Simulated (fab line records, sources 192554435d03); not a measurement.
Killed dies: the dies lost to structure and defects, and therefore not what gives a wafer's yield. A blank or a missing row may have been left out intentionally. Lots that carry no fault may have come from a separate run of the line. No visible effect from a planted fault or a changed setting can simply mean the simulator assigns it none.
fab line records	flow n5-finfet	part 2 of 2: steps 15 to 24 of 24
record: lots: 5	wafers: 15	last-day: 16
route steps=1938 shown BEOL_M0_SAQP@666
lots that met no fault: taken from a fault-free run of the same line
start-h: start of the lot's first displayed wafer, in hours after the record's first day	wait-h: hours from the lot's prior step to this one	" identical to the entry in the row above	L1.1+2: one row covering several wafers at once	- no value, or no start given	* or withheld: withheld	< > ~ a bound
route shown NAME@n: a module of which the file shows steps, and the number in the route of the first	usual: mean and standard deviation over wafers with no fault	same: alike in all rows	chamber/n: place in a boat	sites: per-site readings	_std_site: how widely they spread, as a standard deviation	_edge_site: mean of outer sites minus mean of inner sites	radius-mm: for every site, how far away it sits from the centre of the wafer	mask NAME#n: copy n	behind: the tool/chamber that last shaped the wafer	hold: why the lot was held/for how many hours/how that ended	device: the n, p or np transistor that did not switch	end of line: the route-end tests of the same wafers	a step with no rows: only its recipe	killed: dies lost to structure and defects at the first sort, not the wafer's yield	map: a wafer's dies, x killed, . not, _ none there
set.NAME: the setting the step ran with; set.NAME@STEP: the setting that earlier step ran with	model.NAME: the simulator's own value behind a step, which no gauge read
a table for each step, a row for each wafer; lots at some steps of the route
services: from which hour (start-h, from the record's first day; less than 0 if before it) a tool's chamber was out of use, for how many hours, and why
== steps ==
step: N5_BEOL_M0_SAQP_COAT_69
recipe: resist: SOC	temp-c: 250	time-s: 60	spin-rpm: 1500	resist-thk-nm: 90
usual: dispense-pressure-kPa: 47.4/1.8	resist-line-temp-C: 23.01/0.11
lot.wafer	tool	chamber	start-h	wait-h	dispense-pressure-kPa	resist-line-temp-C
L086.3	litho-track-02	0	184.25	0.0	45.3	23.22
L086.5	"	0	"	"	45.3	23.17
L086.6	"	0	"	"	45.2	23.16
L087.1	litho-track-01	0	187.70	0.0	48.7	23.04
L087.4	"	0	"	"	48.8	22.90
L087.5	"	0	"	"	48.8	22.96
L088.3	litho-track-01	0	197.84	0.0	48.7	23.13
L088.5	"	0	"	"	48.8	23.04
L088.6	"	0	"	"	48.7	23.11
L094.1	litho-track-02	0	231.08	0.0	45.2	23.02
L094.4	"	0	"	"	45.2	22.95
L094.6	"	0	"	"	45.3	23.04
L095.3	litho-track-02	0	234.54	0.0	45.3	22.96
L095.5	"	0	"	"	45.3	22.91
L095.6	"	0	"	"	45.3	23.03
step: N5_BEOL_M0_SAQP_COAT_72
recipe: resist: SiARC	temp-c: 220	time-s: 60	spin-rpm: 1500	resist-thk-nm: 15
usual: dispense-pressure-kPa: 47.4/1.8	resist-line-temp-C: 23.01/0.098
lot.wafer	tool	chamber	start-h	wait-h	dispense-pressure-kPa	resist-line-temp-C
L086.3	litho-track-02	0	-	-	45.3	23.03
L086.5	"	0	"	"	45.3	23.03
L086.6	"	0	"	"	45.3	22.96
L087.1	litho-track-01	0	-	-	48.8	23.07
L087.4	"	0	"	"	48.8	22.94
L087.5	"	0	"	"	48.8	23.03
L088.3	litho-track-01	0	-	-	48.8	23.00
L088.5	"	0	"	"	48.8	23.11
L088.6	"	0	"	"	48.8	23.05
L094.1	litho-track-02	0	-	-	45.2	23.02
L094.4	"	0	"	"	45.2	23.13
L094.6	"	0	"	"	45.3	23.08
L095.3	litho-track-02	0	-	-	45.3	23.11
L095.5	"	0	"	"	45.3	23.09
L095.6	"	0	"	"	45.2	23.13
step: N5_BEOL_M0_SAQP_COAT_87
recipe: resist: underlayer	temp-c: 205	time-s: 60	spin-rpm: 1500	resist-thk-nm: 5
usual: dispense-pressure-kPa: 47.4/1.8	resist-line-temp-C: 23.01/0.095
lot.wafer	tool	chamber	start-h	wait-h	dispense-pressure-kPa	resist-line-temp-C
L086.3	litho-track-02	0	-	-	45.3	22.95
L086.5	"	0	"	"	45.2	23.19
L086.6	"	0	"	"	45.2	22.99
L087.1	litho-track-01	0	-	-	48.8	23.05
L087.4	"	0	"	"	48.8	22.99
L087.5	"	0	"	"	48.8	23.04
L088.3	litho-track-01	0	-	-	48.8	23.11
L088.5	"	0	"	"	48.8	23.15
L088.6	"	0	"	"	48.8	23.04
L094.1	litho-track-02	0	-	-	45.3	23.05
L094.4	"	0	"	"	45.3	23.13
L094.6	"	0	"	"	45.3	22.96
L095.3	litho-track-02	0	-	-	45.3	23.24
L095.5	"	0	"	"	45.3	23.05
L095.6	"	0	"	"	45.2	23.04
step: N5_BEOL_M0_SAQP_COAT_34
recipe: resist: CAR-EUV	spin-rpm: 1500	resist-thk-nm: 30
usual: dispense-pressure-kPa: 47.4/1.8	resist-line-temp-C: 23.01/0.1
lot.wafer	tool	chamber	start-h	wait-h	dispense-pressure-kPa	resist-line-temp-C
L086.3	litho-track-02	0	-	-	45.3	23.08
L086.5	"	0	"	"	45.4	22.93
L086.6	"	0	"	"	45.3	22.99
L087.1	litho-track-01	0	-	-	48.9	23.08
L087.4	"	0	"	"	48.8	22.84
L087.5	"	0	"	"	48.9	22.97
L088.3	litho-track-01	0	-	-	48.9	23.15
L088.5	"	0	"	"	48.8	22.99
L088.6	"	0	"	"	48.8	23.09
L094.1	litho-track-02	0	-	-	45.3	23.03
L094.4	"	0	"	"	45.3	23.10
L094.6	"	0	"	"	45.3	22.97
L095.3	litho-track-02	0	-	-	45.3	23.08
L095.5	"	0	"	"	45.3	22.96
L095.6	"	0	"	"	45.3	22.92
step: N5_BEOL_M0_SAQP_EBR_36
recipe: solvent: PGMEA	ebr-width-mm: 1.5
usual: resist-line-temp-C: 22.98/0.091
lot.wafer	tool	chamber	start-h	wait-h	resist-line-temp-C
L086.3	litho-track-02	0	-	-	22.84
L086.5	"	0	"	"	22.71
L086.6	"	0	"	"	23.04
L087.1	litho-track-01	0	-	-	22.73
L087.4	"	0	"	"	23.09
L087.5	"	0	"	"	23.12
L088.3	litho-track-01	0	-	-	23.08
L088.5	"	0	"	"	22.97
L088.6	"	0	"	"	23.00
L094.1	litho-track-02	0	-	-	22.97
L094.4	"	0	"	"	23.05
L094.6	"	0	"	"	22.98
L095.3	litho-track-02	0	-	-	23.06
L095.5	"	0	"	"	23.04
L095.6	"	0	"	"	22.99
step: N5_BEOL_M0_SAQP_SOFTBAKE_35
recipe: temp-c: 110	time-s: 60	resist: CAR-EUV
usual: resist-line-temp-C: 23.00/0.1
lot.wafer	tool	chamber	start-h	wait-h	resist-line-temp-C
L086.3	litho-track-02	0	-	-	22.97
L086.5	"	0	"	"	23.02
L086.6	"	0	"	"	22.97
L087.1	litho-track-01	0	-	-	22.94
L087.4	"	0	"	"	23.00
L087.5	"	0	"	"	22.82
L088.3	litho-track-01	0	-	-	22.95
L088.5	"	0	"	"	22.82
L088.6	"	0	"	"	22.90
L094.1	litho-track-02	0	-	-	23.08
L094.4	"	0	"	"	22.94
L094.6	"	0	"	"	23.03
L095.3	litho-track-02	0	-	-	23.19
L095.5	"	0	"	"	23.23
L095.6	"	0	"	"	23.28
step: N5_BEOL_M0_SAQP_EXPOSE_37
recipe: mask-id: M0_CUT1	na: 0.33	source-shape: annular	sigma-inner: 0.35	sigma-outer: 0.8	polarization: unpolarized	target-cd-nm: 30	dose-mj: 44.75
usual: focus-offset-nm: 0.1/0.53	stage-msd-nm: 0.915/0.013
lot.wafer	tool	chamber	start-h	wait-h	mask	focus-offset-nm	stage-msd-nm
L086.3	euv-scanner-02	0	184.41	-	M0_CUT1#0	0.5	0.923
L086.5	"	0	"	"	M0_CUT1#0	0.6	0.925
L086.6	"	0	"	"	M0_CUT1#0	0.6	0.927
L087.1	euv-scanner-02	0	187.84	-	M0_CUT1#0	0.2	0.926
L087.4	"	0	"	"	M0_CUT1#0	0.3	0.924
L087.5	"	0	"	"	M0_CUT1#0	0.6	0.926
L088.3	euv-scanner-01	0	198.11	-	M0_CUT1#0	-0.1	0.891
L088.5	"	0	"	"	M0_CUT1#0	-0.2	0.893
L088.6	"	0	"	"	M0_CUT1#0	0.6	0.890
L094.1	euv-scanner-02	0	231.35	-	M0_CUT1#0	-0.3	0.923
L094.4	"	0	"	"	M0_CUT1#0	0.6	0.921
L094.6	"	0	"	"	M0_CUT1#0	0.7	0.921
L095.3	euv-scanner-02	0	234.69	-	M0_CUT1#0	0.1	0.918
L095.5	"	0	"	"	M0_CUT1#0	-0.2	0.923
L095.6	"	0	"	"	M0_CUT1#0	0.3	0.921
step: N5_BEOL_M0_SAQP_PEB_38
recipe: peb-temp-c: 100	peb-time-s: 60	resist: CAR-EUV
usual: resist-line-temp-C: 23.01/0.097
lot.wafer	tool	chamber	start-h	wait-h	resist-line-temp-C
L086.3	litho-track-01	0	184.46	0.0	23.02
L086.5	"	0	"	"	23.05
L086.6	"	0	"	"	23.13
L087.1	litho-track-02	0	187.90	0.1	23.03
L087.4	"	0	"	"	22.96
L087.5	"	0	"	"	22.86
L088.3	litho-track-01	0	198.17	0.0	22.96
L088.5	"	0	"	"	22.80
L088.6	"	0	"	"	22.98
L094.1	litho-track-01	0	231.41	0.1	22.93
L094.4	"	0	"	"	22.94
L094.6	"	0	"	"	22.89
L095.3	litho-track-02	0	234.75	0.0	22.95
L095.5	"	0	"	"	22.89
L095.6	"	0	"	"	23.06
step: N5_BEOL_M0_SAQP_DEVELOP_39
recipe: develop-time-s: 30	developer: TMAH	resist: CAR-EUV	rinse-liquid: surfactant-rinse	dry: air-spin	dev-temp-c: 23
usual: resist-line-temp-C: 23.00/0.1
lot.wafer	tool	chamber	start-h	wait-h	resist-line-temp-C
L086.3	litho-track-01	0	-	-	23.10
L086.5	"	0	"	"	23.02
L086.6	"	0	"	"	23.00
L087.1	litho-track-02	0	-	-	22.89
L087.4	"	0	"	"	22.87
L087.5	"	0	"	"	23.03
L088.3	litho-track-01	0	-	-	23.24
L088.5	"	0	"	"	23.08
L088.6	"	0	"	"	23.04
L094.1	litho-track-01	0	-	-	22.97
L094.4	"	0	"	"	23.04
L094.6	"	0	"	"	23.07
L095.3	litho-track-02	0	-	-	22.94
L095.5	"	0	"	"	22.94
L095.6	"	0	"	"	22.98
step: N5_BEOL_M0_SAQP_CD_MEAS_40
recipe: target-cd-nm: 30	landing-energy-ev: 500	detector: se-inlens
usual: cd-nm: 30.04/0.27
lot.wafer	tool	chamber	start-h	wait-h	cd-nm
L086.3	cd-sem-03	0	184.53	-	30.03
L086.5	"	0	"	"	30.03
L086.6	"	0	"	"	30.08
L087.1	cd-sem-01	0	187.97	-	30.36
L087.4	"	0	"	"	30.42
L087.5	"	0	"	"	30.67
L088.3	cd-sem-03	0	198.23	-	29.72
L088.5	"	0	"	"	30.21
L088.6	"	0	"	"	30.24
L094.1	cd-sem-01	0	231.48	-	30.03
L094.4	"	0	"	"	30.02
L094.6	"	0	"	"	30.26
L095.3	cd-sem-02	0	234.81	-	30.11
L095.5	"	0	"	"	30.14
L095.6	"	0	"	"	30.24
== services ==
tool	chamber	start-h	hours	kind
rie-diel-05	-	159.79	0.5	repair
euv-scanner-01	-	166.24	5.8	pm
litho-track-02	-	167.19	-	consumable-replace:filter
euv-scanner-01	-	174.23	1.2	repair
litho-track-05	-	174.79	-	consumable-replace:filter
rie-si-06	1	175.01	2.2	repair
euv-scanner-02	-	179.71	1.0	pm
rie-diel-03	0	181.89	7.9	repair
rie-si-02	0	182.12	4.4	repair
euv-scanner-01	-	185.75	1.0	pm
rie-si-06	0	186.43	1.6	repair
rie-si-01	-	189.86	0.9	repair
rie-diel-01	-	191.85	2.8	pm
ald-sin-02	-	207.28	6.1	pm
rie-diel-01	3	211.88	14.8	repair
euv-scanner-02	0	221.96	-	calibration
euv-scanner-02	-	225.07	5.8	pm
vapor-etch-01	0	230.22	0.7	repair
rie-diel-01	2	230.42	-	clean
rie-diel-01	2	230.42	-	consumable-replace:focus-ring
rie-diel-01	2	230.42	13.2	scheduled-down
rie-diel-01	2	230.42	13.2	vent-cycle
vapor-etch-01	-	231.59	15.6	pm
rie-diel-03	3	232.01	2.0	repair
